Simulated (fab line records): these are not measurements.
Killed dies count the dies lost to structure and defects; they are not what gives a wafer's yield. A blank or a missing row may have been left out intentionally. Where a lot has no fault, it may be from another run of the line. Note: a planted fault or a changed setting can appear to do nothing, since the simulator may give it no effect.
A lot that was struck, set against a sound lot :: flow n5_finfet :: 35 steps out of a route of 1938
Sound: the wafers L515.1, L515.3, L515.6. Struck: wafer L527.6; the same lot's L527.3 was not struck, so it is left out; see the end for the cause.
Per side, at each step with rows, come the tool, then ch with its chambers, and then its first start. Under that, the readings that differ: sound wafers :: struck wafers :: difference of the means :: sigmas: that difference in standard deviations of wafers without a fault.
alike: readings with means less than 2 such deviations apart, plus words and numbers identical on both sides. not compared: withheld readings, readings lacking a value on some wafer, bounds such as >300 that could conceal the same value, and numbers that have no deviation in the record and whose values overlap.
Wherever a step has rows on one side only, a row that says differs or no value, or a row with sigmas, the two part there. Non-overlapping numbers with no deviation appear without sigmas and do not part them. Lack of a reading on every wafer of one side parts them only where that side has two or more wafers.

first, 12 steps without rows for these wafers: N5_SD_EPI_P_ETCH_37 (etches SOC in N2/H2, overetch 108 nm, time 486 s); N5_SD_EPI_P_STRIP_38 (strips in N2/H2); N5_SD_EPI_P_ETCHBACK_46 (etches SiNx in CH3F/O2, stops on SiO2, target depth 17.5 nm); N5_SD_EPI_P_ETCH_47 (etches SiOCN in CH3F/O2, target depth 25 nm); N5_SD_EPI_P_ETCH_16 (etches SiO2 in CHF3/O2, target depth 5 nm); N5_SD_EPI_P_STRIP_50 (strips in CHF3/O2); N5_SD_EPI_P_SD_RECESS_17 (chemistry HBr/Cl2/O2, target depth 39.1 nm, bt time 3 s); N5_SD_EPI_P_WET_ETCH_45 (etches SiO2 in dHF, time 10.7 s, target depth 2 nm, rinse time 30 s); N5_SD_EPI_P_STRIP_40 (strips in N2/H2); N5_SD_EPI_P_PRECLEAN_52 (cleans in O3/DIW, time 60 s); N5_SD_EPI_P_SRD_20 (time 30 s); N5_SD_EPI_P_PRECLEAN_51 (cleans in NF3:NH3, afs cycles 1, time 20 s, sublimation time 60 s).
N5_SD_EPI_P_VAPOR_ETCH_44: etches SiGe30 in NF3/Ar, time 3.3 s.
  sound on epi_rpcvd-04 ch 0, day 4 14:41; struck on epi_rpcvd-04 ch 0, day 7 14:54
then, 20 steps without rows for these wafers: N5_SD_EPI_P_EPI_21 (deposits SiGe:B, time 355 s); N5_SD_EPI_P_HM_STRIP_48 (strips SiNx in H3PO4, material SiNx, target depth 3 nm); N5_SD_EPI_P_SRD_49 (time 30 s); N5_SD_EPI_P_PRECLEAN_24 (cleans in O3/DIW, time 45 s); N5_SD_EPI_P_PRECLEAN_32 (cleans in dHF, time 10 s); N5_SD_EPI_P_PRECLEAN_33 (cleans in SC2, time 45 s); N5_SD_EPI_P_SRD_25 (time 30 s); N5_SD_ACTIVATION_RTA_00 (time 0 s); N5_SD_ACTIVATION_LSA_01 (time 0.0008 s); N5_ILD0_LINER_00 (material SiNx, target thk 4 nm, pulse time 1 s, purge time 2 s); N5_ILD0_FCVD_FILL_01 (material SiO2 flowable, target thk 200 nm, time 328.3 s); N5_ILD0_CURE_02 (time 1800 s); N5_ILD0_CMP_03 (polishes, stops on SiNx, t overpolish 1.9 s, target thk 197.38 nm); N5_ILD0_CMP_07 (polishes SiO2 flowable, stops on poly-Si, t overpolish 1.18 s, target thk 138.88 nm); N5_ILD0_PRECLEAN_10 (cleans in NF3:NH3, afs cycles 5, time 20 s, sublimation time 60 s); N5_ILD0_ALD_15 (deposits SiNx, target thk 24 nm, pulse time 1 s, ald cycles 480); N5_ILD0_CMP_12 (polishes SiNx, stops on poly-Si, t overpolish 6 s, target thk 17.67 nm); N5_SDB_HM_DEP_00 (deposits SiNx from SiH4/NH3/N2, target thk 40 nm, time 35.3 s); N5_SDB_COAT_03 (time 60 s, resist thk 100 nm); N5_SDB_COAT_04 (time 60 s, resist thk 18 nm).
-- the record jumps here: 5 days lie between the struck wafers' starts before and after (it left off in module SDB and takes up again in module BEOL_M4, whose first step shown is number 1111 of the route) --
N5_BEOL_M4_RC_MEAS_101:
  sound on prober-02 ch 0, day 9 02:07; struck on prober-02 ch 0, day 12 08:31
reading: DIBL_N (mV/V)
sound: 37.6 36.3 37.0
struck: 32.8
difference: -4.2
sigmas: -3

reading: DIBL_P (mV/V)
sound: 38.5 36.9 36.8
struck: 26.3
difference: -11.1
sigmas: -6

reading: IOFF_N (nA/um)
sound: 0.199 0.172 0.174
struck: 0.103
difference: -0.079
sigmas: -3

reading: IOFF_P (nA/um)
sound: 0.21 0.19 0.18
struck: 0.07
difference: -0.12
sigmas: -3

reading: IOFF_P_85C (nA/um)
sound: 3.6 3.3 3.2
struck: 1.4
difference: -2.0
sigmas: -4

reading: IOFF_P_LIN (nA/um)
sound: 0.093 0.090 0.085
struck: 0.041
difference: -0.048
sigmas: -4

reading: ION_P (uA/um)
sound: 449 458 445
struck: 404
difference: -47
sigmas: -6

reading: REXT_P (ohm.um)
sound: 97.7 98.2 98.1
struck: 134.2
difference: +36.2
sigmas: +15

reading: SS_N (mV/dec)
sound: 72.6 71.5 72.3
struck: 70.4
difference: -1.7
sigmas: -3

reading: SS_P (mV/dec)
sound: 74.2 73.6 74.1
struck: 71.6
difference: -2.4
sigmas: -3

reading: VT_N (mV)
sound: 251 247 252
struck: 259
difference: +9
sigmas: +2

reading: VT_P (mV)
sound: -252 -254 -255
struck: -272
difference: -18
sigmas: -6

reading: VT_P_LVT (mV)
sound: -99 -100 -101
struck: -118
difference: -18
sigmas: -6
  alike: ION_N
-- a jump in the record: the struck wafers' starts before and after are 5 days apart (it breaks off in module BEOL_M4 and resumes in module PASSIVATION, where the first step shown is number 1936 of the route) --
N5_PASSIVATION_PROBE_49:
  struck on prober-02, day 16 23:20; sound on prober-01, day 13 17:48
reading: defect_limited_yield (%)
sound: 91.5 91.4 91.4
struck: 94.4
difference: +3.0
sigmas: +2

reading: killed_at_contacts
sound: 14 17 26
struck: 5
difference: -14
sigmas: -2

reading: killed_dies
sound: 100 101 101
struck: 66
difference: -35
sigmas: -2

reading: killed_open
sound: 65 70 69
struck: 38
difference: -30
sigmas: -2

reading: sort_bin_6_memory (%)
sound: 3.7 3.1 3.9
struck: 1.9
difference: -1.7
sigmas: -3

reading: sort_bin_8_speed (%)
sound: 0 0 0
struck: 94.41
difference: +94.41
sigmas: +99 or more

reading: sort_n_pass
sound: 1080 1079 1079
struck: 0
difference: -1079
sigmas: -63

reading: sort_yield_pct (%)
sound: 91.5 91.4 91.4
struck: 0
difference: -91
sigmas: -65
  alike: killed_at_M0_to_M3, killed_at_M4_up, killed_at_front_end, killed_at_other, killed_short, sort_bin_5_function

== WHERE THEY PART ==
First at N5_BEOL_M4_RC_MEAS_101; last, within this record, at N5_PASSIVATION_PROBE_49.

WHY: the cause the simulator had injected
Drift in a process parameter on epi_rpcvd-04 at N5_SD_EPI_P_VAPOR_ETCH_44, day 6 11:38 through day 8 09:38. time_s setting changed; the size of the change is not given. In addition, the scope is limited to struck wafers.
